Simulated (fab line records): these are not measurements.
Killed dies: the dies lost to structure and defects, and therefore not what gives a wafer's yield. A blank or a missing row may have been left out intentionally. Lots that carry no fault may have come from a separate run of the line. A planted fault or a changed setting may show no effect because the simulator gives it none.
Split-lot trial :: flow n5-finfet :: 21 wafers read from 7 lots, route of 1938 steps

ABOUT THE SPLIT
At N5_FIN_SAQP_HM_DEP_72 (deposits SiO2 from SiH4/N2O, target thk 12 nm, time 7.2 s), the setting time-s was moved away from the recipe's 7.2 s on 9 of the 21 wafers read, by -14.4% to +13.0%. All remaining wafers had this setting at the recipe value.

FROM THE SPLIT TO THE READING: what the file shows between them, 4 steps
- N5_FIN_SAQP_DESCUM_21: chemistry O2, time 7.9 s (also split here: time-s)
- N5_FIN_SAQP_ETCH_51: etches SiARC in CF4, target depth 45.5 nm, time 75.8 s
- N5_FIN_SAQP_ETCH_52: etches SOC in N2/H2, target depth 100 nm, overetch 20 nm, time 150 s
- N5_FIN_SAQP_STRIP_53: strips in N2/H2

THE READING
etch.depth-nm (the simulator's own value, which no gauge read), in nm, at N5_FIN_SAQP_HM_OPEN_73 (chemistry CHF3/O2, target SiO2, stops on a-Si, target depth 12 nm, time 16.8 s). The file gives no usual value for it. Average 11.934 nm, standard deviation 0.22 nm, over the 12 wafers here run with the recipe.

wafer: L075.1
tool, chamber at the split: pecvd-03, 0
time-s as run, s: 7.2
against the recipe: recipe
etch.depth-nm, nm: 11.7
against lot-mates on the recipe: -

wafer: L075.2
tool, chamber at the split: pecvd-03, 2
time-s as run, s: 7.2
against the recipe: recipe
etch.depth-nm, nm: 11.71
against lot-mates on the recipe: -

wafer: L075.4
tool, chamber at the split: pecvd-03, 2
time-s as run, s: 7.2
against the recipe: recipe
etch.depth-nm, nm: 12.15
against lot-mates on the recipe: -

wafer: L082.2
tool, chamber at the split: pecvd-01, 0
time-s as run, s: 8.134
against the recipe: +13.0%
etch.depth-nm, nm: 13.85
against lot-mates on the recipe: +2.130

wafer: L082.3
tool, chamber at the split: pecvd-01, 2
time-s as run, s: 7.2
against the recipe: recipe
etch.depth-nm, nm: 11.72
against lot-mates on the recipe: -

wafer: L082.5
tool, chamber at the split: pecvd-01, 1
time-s as run, s: 8.134
against the recipe: +13.0%
etch.depth-nm, nm: 13.45
against lot-mates on the recipe: +1.730

wafer: L085.4
tool, chamber at the split: pecvd-01, 2
time-s as run, s: 7.2
against the recipe: recipe
etch.depth-nm, nm: 11.83
against lot-mates on the recipe: -

wafer: L085.5
tool, chamber at the split: pecvd-01, 0
time-s as run, s: 7.2
against the recipe: recipe
etch.depth-nm, nm: 12.32
against lot-mates on the recipe: -

wafer: L085.6
tool, chamber at the split: pecvd-01, 1
time-s as run, s: 7.2
against the recipe: recipe
etch.depth-nm, nm: 11.75
against lot-mates on the recipe: -

wafer: L086.2
tool, chamber at the split: pecvd-01, 1
time-s as run, s: 6.163
against the recipe: -14.4%
etch.depth-nm, nm: 9.835
against lot-mates on the recipe: -2.075

wafer: L086.3
tool, chamber at the split: pecvd-01, 0
time-s as run, s: 6.163
against the recipe: -14.4%
etch.depth-nm, nm: 10.42
against lot-mates on the recipe: -1.490

wafer: L086.4
tool, chamber at the split: pecvd-01, 1
time-s as run, s: 7.2
against the recipe: recipe
etch.depth-nm, nm: 11.91
against lot-mates on the recipe: -

wafer: L087.1
tool, chamber at the split: pecvd-02, 1
time-s as run, s: 6.323
against the recipe: -12.2%
etch.depth-nm, nm: 10.48
against lot-mates on the recipe: no lot-mate on the recipe

wafer: L087.2
tool, chamber at the split: pecvd-02, 0
time-s as run, s: 6.323
against the recipe: -12.2%
etch.depth-nm, nm: 10.56
against lot-mates on the recipe: no lot-mate on the recipe

wafer: L087.6
tool, chamber at the split: pecvd-02, 1
time-s as run, s: 6.323
against the recipe: -12.2%
etch.depth-nm, nm: 10.73
against lot-mates on the recipe: no lot-mate on the recipe

wafer: L089.1
tool, chamber at the split: pecvd-03, 1
time-s as run, s: 7.2
against the recipe: recipe
etch.depth-nm, nm: 11.88
against lot-mates on the recipe: -

wafer: L089.2
tool, chamber at the split: pecvd-03, 2
time-s as run, s: 7.2
against the recipe: recipe
etch.depth-nm, nm: 12.26
against lot-mates on the recipe: -

wafer: L089.4
tool, chamber at the split: pecvd-03, 0
time-s as run, s: 7.2
against the recipe: recipe
etch.depth-nm, nm: 11.78
against lot-mates on the recipe: -

wafer: L091.1
tool, chamber at the split: pecvd-02, 2
time-s as run, s: 7.517
against the recipe: +4.4%
etch.depth-nm, nm: 12.48
against lot-mates on the recipe: +0.280

wafer: L091.4
tool, chamber at the split: pecvd-02, 2
time-s as run, s: 7.2
against the recipe: recipe
etch.depth-nm, nm: 12.2
against lot-mates on the recipe: -

wafer: L091.6
tool, chamber at the split: pecvd-02, 0
time-s as run, s: 7.517
against the recipe: +4.4%
etch.depth-nm, nm: 12.73
against lot-mates on the recipe: +0.530

THE FIT
A straight line over all 21 wafers: etch.depth-nm changes by +0.124 nm for each +1% of time-s; r = +0.97; the points scatter about the line by 0.23 nm.
The same after taking each lot's own level away (the mean of its wafers on the recipe; 18 wafers): +0.133 nm for each +1%; r = +0.97; scatter 0.24 nm.
The reading moves by 1.9 nm for the largest change in time-s, on that fit.
The span of the lots' own levels, 11.7200 to 12.2000 nm, comes to 2.2 times the standard deviation stated above.
Hence the lot-to-lot level has little effect on the slope; both slopes agree.
Check: -1.8 nm against its lot-mates is what the line predicts for one of the wafers moved furthest among these (-14.4%) when that wafer is left out of the fit. Against them it came out at -2.07 nm.

OTHER SPLITS APPLIED TO THESE WAFERS
Other splits were also applied to these wafers ahead of the reading. Each is held against what the fit with the lots' levels taken away leaves over:
other split on the same wafers: N5_WELL_APT_COAT_02 spin-rpm
wafers away from the commonest value: 8
r with etch.depth-nm (lot level and that fit taken away): -0.20

other split on the same wafers: N5_WELL_APT_COAT_19 spin-rpm
wafers away from the commonest value: 4
r with etch.depth-nm (lot level and that fit taken away): -0.02

other split on the same wafers: N5_FIN_SAQP_DESCUM_21 time-s
wafers away from the commonest value: 6
r with etch.depth-nm (lot level and that fit taken away): -0.24

THE WHOLE CHAIN: every reading that the file lists as answering this split, in the file's order
step: N5_FIN_SAQP_HM_DEP_72
what it does: deposits SiO2 from SiH4/N2O, target thk 12 nm, time 7.2 s
reading: SiO2_of_FIN_SAQP_HM_DEP_72.thk-nm (the simulator's own value, which no gauge read)
change (the file's fit): +0.133 nm for each +1% of the setting
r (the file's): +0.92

step: N5_FIN_SAQP_HM_OPEN_73
what it does: chemistry CHF3/O2, target SiO2, stops on a-Si, target depth 12 nm, time 16.8 s
reading: etch.depth-nm (the simulator's own value, which no gauge read)
change (the file's fit): +0.133 nm for each +1% of the setting
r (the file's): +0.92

FILE'S OWN FIT
etch.depth-nm changes by +0.133 nm for each +1% of time-s, r = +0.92.
